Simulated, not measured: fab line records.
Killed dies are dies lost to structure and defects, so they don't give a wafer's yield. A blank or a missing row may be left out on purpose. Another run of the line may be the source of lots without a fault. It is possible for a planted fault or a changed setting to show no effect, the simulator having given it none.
Matching of chambers -- flow nand harc -- 4 sister chambers for NHARC_A_CHANNEL_HOLE_D1_DESCUM_15 on rie diel-07
The step chemistry O2, time 3 s. 16 wafers are shown with their chamber, then 8 later ones without.

## WAFERS WITH THEIR CHAMBER
wafer,chamber,showerhead plenum p Torr (Torr),oes product au (a.u.),throttle valve pct (%)
L801.2,3,1.97,0.993,11.306
L801.4,0,1.94,0.993,11.307
L801.6,3,1.98,0.988,11.306
L803.1,2,1.98,1.017,11.319
L803.3,3,1.97,1.008,11.301
L803.4,0,1.94,1.005,11.310
L805.2,0,1.94,1.005,11.312
L805.5,3,1.97,1.000,11.304
L805.6,0,1.94,1.005,11.313
L804.1,3,1.97,1.002,11.324
L804.5,3,1.97,1.005,11.301
L804.6,0,1.94,1.006,11.309
L809.2,1,1.80,1.011,11.311
L809.4,1,1.80,1.002,11.317
L809.5,0,1.94,1.014,11.316
L813.3,1,1.80,1.006,11.303

SIGNATURES, as means of the wafers listed above
reading,chamber 0,chamber 1,chamber 2,chamber 3,scatter within a chamber
showerhead plenum p Torr,1.9400,1.8000,1.9800,1.9717,0.00264
oes product au,1.00467,1.00633,1.01700,0.99933,0.00677
throttle valve pct,11.31117,11.31033,11.31900,11.30700,0.00659
Rule: a wafer's distance from a chamber is the root of the sum, over the readings, of the square of ((its reading less the chamber's mean) divided by the reading's scatter). If the next closest chamber is less than 2 further off than the closest, the wafer can't be placed; otherwise it belongs to the closest. The scatter: the root of (the sum of the squares of (reading less its chamber's mean) over the shown wafers, divided by (wafers less chambers)).

## WAFERS MISSING THEIR CHAMBER
wafer,showerhead plenum p Torr (Torr),oes product au (a.u.),throttle valve pct (%)
L813.5,1.98,1.005,11.319
L813.6,1.97,1.014,11.312
L814.1,1.98,1.018,11.307
L814.3,1.97,1.014,11.290
L814.5,1.98,1.004,11.293
L816.1,1.97,1.009,11.324
L816.4,1.98,0.999,11.329
L816.6,1.97,1.014,11.297

## CHAMBER TAKEN BY EACH
wafer,from the rows above,in truth
L813.5,can't be placed: 2 or 3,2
L813.6,can't be placed: 3 or 2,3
L814.1,2,2
L814.3,3,3
L814.5,can't be placed: 3 or 2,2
L816.1,can't be placed: 3 or 2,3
L816.4,can't be placed: 2 or 3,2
L816.6,3,3
Correct placement for 3 of the 8. These rows do not allow placing 5 (true chamber among the candidates in 5). 0 placed wrongly.
